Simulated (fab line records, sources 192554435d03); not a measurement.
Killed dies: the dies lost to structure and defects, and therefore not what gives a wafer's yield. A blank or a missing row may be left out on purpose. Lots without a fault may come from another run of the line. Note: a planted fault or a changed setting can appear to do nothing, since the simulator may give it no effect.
Chamber matching	flow n5-finfet	N5_BEOL_M13_VIA_ETCH_16 on rie-diel-03 has 4 sister chambers
The step etches SiOC in C4F8/O2/Ar, target depth 921.7 nm. 14 wafers are shown with their chamber, then 7 later ones without.

== EACH WAFER AND ITS CHAMBER ==
wafer	chamber	showerhead-plenum-p-Torr (Torr)	throttle-valve-pct (%)	oes-product-au (a.u.)
L075.1	0	3.50	24.43	0.65
L075.4	0	3.50	24.43	0.64
L075.6	3	3.27	24.36	0.66
L079.1	2	3.29	24.17	0.85
L079.2	0	3.50	24.44	0.65
L079.3	1	3.36	24.39	0.89
L077.1	2	3.29	24.17	0.84
L077.4	1	3.36	24.39	0.88
L077.6	3	3.27	24.40	0.66
L080.3	1	3.36	24.40	0.86
L080.4	2	3.29	24.17	0.83
L080.5	3	3.27	24.40	0.66
L086.1	3	3.26	24.41	0.65
L086.3	1	3.36	24.41	0.84

SIGNATURES (averages over the wafers above)
reading	chamber 0	chamber 1	chamber 2	chamber 3	scatter within a chamber
showerhead-plenum-p-Torr	3.5000	3.3600	3.2900	3.2675	0.00274
throttle-valve-pct	24.4333	24.3975	24.1700	24.3925	0.0135
oes-product-au	0.6467	0.8675	0.8400	0.6575	0.0135
Rule: a wafer's distance from a chamber is the root of the sum, over the readings, of the square of ((its reading less the chamber's mean) divided by the reading's scatter). If the next closest chamber is less than 2 further off than the closest, the wafer can't be placed; otherwise it belongs to the closest. The scatter: the root of (the sum of the squares of (reading less its chamber's mean) over the shown wafers, divided by (wafers less chambers)).

== WAFERS MISSING THEIR CHAMBER ==
wafer	showerhead-plenum-p-Torr (Torr)	throttle-valve-pct (%)	oes-product-au (a.u.)
L086.5	3.49	24.48	0.64
L092.1	3.28	24.20	0.80
L092.4	3.26	24.43	0.64
L092.6	3.35	24.41	0.81
L093.3	3.35	24.43	0.80
L093.4	3.35	24.43	0.80
L093.5	3.28	24.20	0.79

== WHICH CHAMBER EACH ONE RAN IN ==
wafer	from the rows above	in truth
L086.5	0	0
L092.1	2	2
L092.4	3	3
L092.6	1	1
L093.3	1	1
L093.4	1	1
L093.5	2	2
7 of 7 placed correctly. Number that these rows cannot place: 0. Placed wrongly: 0.
